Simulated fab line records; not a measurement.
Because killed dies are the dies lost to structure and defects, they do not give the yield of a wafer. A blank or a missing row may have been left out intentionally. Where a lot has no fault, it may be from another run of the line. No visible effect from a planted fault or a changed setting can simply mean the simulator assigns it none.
Which tool is to blame? | flow nandHarc | 7 lots, 21 wafers sampled, at 5 steps of a route of 1159

== WHAT THE GAUGES SHOWED, per wafer ==
NHARC_END_SORT_01.
lot  | measured     | on        | killedShort
L235 | day 21 10:34 | prober-01 | 4 4 0
L239 | day 21 21:49 | prober-01 | 2 3 2
L243 | day 24 03:14 | prober-02 | 1 3 4

== TOOL THAT RAN EACH LOT (tool first, then ch and the chambers of the sampled wafers, then the start) ==
lot  | NHARC_P_GATE_STRIP_75               | NHARC_P_GATE_RTA_80             | NHARC_P_GATE_STRIP_67              | NHARC_P_CONTACT_CMP_01
L234 | plasmaAsher-01 ch 0,1, day 5 19:37  | rtpAnneal-02 ch 0, day 6 00:37  | wetBench-04 ch 0,3,7, day 6 00:49  | cmp-03 ch 0,2,3, day 6 02:03
L235 | plasmaAsher-02 ch 0,1, day 6 02:17  | rtpAnneal-01 ch 0, day 6 07:44  | wetBench-04 ch 1,2,3, day 6 07:52  | cmp-01 ch 2,3, day 6 09:05
L239 | plasmaAsher-02 ch 0,1, day 7 09:45  | rtpAnneal-01 ch 0, day 7 15:09  | wetBench-04 ch 0,1,6, day 7 15:17  | cmp-01 ch 0,1, day 7 16:34
L241 | plasmaAsher-01 ch 0,1, day 7 17:20  | rtpAnneal-01 ch 0, day 7 22:17  | wetBench-09 ch 1,3,4, day 7 22:30  | cmp-01 ch 0,1,3, day 7 23:43
L245 | plasmaAsher-01 ch 0,1, day 8 10:17  | rtpAnneal-02 ch 0, day 8 15:25  | wetBench-01 ch 0,5,6, day 8 15:37  | cmp-03 ch 2,3, day 8 16:53
L243 | plasmaAsher-02 ch 0,1, day 8 10:49  | rtpAnneal-02 ch 0, day 8 16:20  | wetBench-04 ch 0,2,3, day 8 16:33  | cmp-03 ch 1,2,3, day 8 17:51
L254 | plasmaAsher-02 ch 0,1, day 11 02:29 | rtpAnneal-02 ch 0, day 11 07:32 | wetBench-04 ch 1,5,6, day 11 07:44 | cmp-02 ch 0,1,2, day 11 09:14
- NHARC_P_GATE_STRIP_75: strips in O2.
- NHARC_P_GATE_RTA_80: time 30 s.
- NHARC_P_GATE_STRIP_67: strips in SPM, time 600 s.
- NHARC_P_CONTACT_CMP_01: polishes SiO2, target thk 200 nm.

== THE ANSWER, worked out from the rows above alone ==
Rule: what is usual is taken from the lots themselves. Put in order of their means at a reading, lots are off if they are a third of the lots or fewer, leave a main group of 4 or more, and stand apart from it by a gap of 3 or more times the standard deviation of the main group's means; of several such gaps the widest counts. The tables above print the reading to a certain number of digits; a main group whose means all agree to those digits is not used. Also off: a lot with no number at a reading for which 4 or more lots have one. The other lots that the step has rows for count as sound.
Across all readings shown, no lot is off: no conclusion can be drawn from this.

== WHAT WAS PUT IN BY THE SIMULATOR ==
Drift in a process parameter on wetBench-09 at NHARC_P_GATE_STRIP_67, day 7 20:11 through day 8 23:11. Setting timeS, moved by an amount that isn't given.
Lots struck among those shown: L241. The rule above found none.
